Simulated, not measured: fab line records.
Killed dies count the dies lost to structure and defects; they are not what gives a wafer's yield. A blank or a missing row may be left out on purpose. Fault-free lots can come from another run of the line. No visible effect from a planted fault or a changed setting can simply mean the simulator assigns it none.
Matching of chambers -- flow n5 finfet -- N5_BEOL_M1_CO_CAP_55 on cvd co-01: 3 sister chambers
The step material Co, precursor CCTBA/H2, target thk 2 nm, time 102.1 s. 14 wafers are shown with their chamber, then 7 later ones without.

WAFERS WITH THEIR CHAMBER
wafer,chamber,heater power w (W)
L086.3,0,240
L086.5,2,236
L086.6,0,228
L087.3,0,233
L087.4,2,233
L087.5,2,229
L090.3,1,211
L090.4,2,233
L090.5,1,207
L092.1,1,209
L092.2,2,241
L092.5,2,245
L095.1,2,230
L095.3,0,240

SIGNATURES, as means of the wafers listed above
reading,chamber 0,chamber 1,chamber 2,scatter within a chamber
heater power w,235.25,209.00,235.29,5.36
Rule: a wafer lies at a distance from a chamber equal to the root of the sum of squares, over the readings, of (its reading less the chamber's mean, divided by the reading's scatter). The wafer belongs to the nearest chamber; if the next one is less than 2 further off, it can't be placed. The scatter: take each reading less its chamber's mean, square it, sum over the shown wafers, divide by the number of wafers less the number of chambers, and take the root.

WAFERS WITHOUT THEIR CHAMBER
wafer,heater power w (W)
L095.6,234
L097.1,233
L097.4,234
L097.6,207
L096.2,241
L096.5,238
L096.6,209

EACH ONE'S CHAMBER
wafer,from the rows above,in truth
L095.6,can't be placed: 0 or 2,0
L097.1,can't be placed: 0 or 2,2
L097.4,can't be placed: 0 or 2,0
L097.6,1,1
L096.2,can't be placed: 2 or 0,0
L096.5,can't be placed: 2 or 0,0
L096.6,1,1
Correct placement for 2 of the 7. Unplaceable from these rows: 5, with the true chamber sitting among the candidates in 5. Placed wrongly: 0.
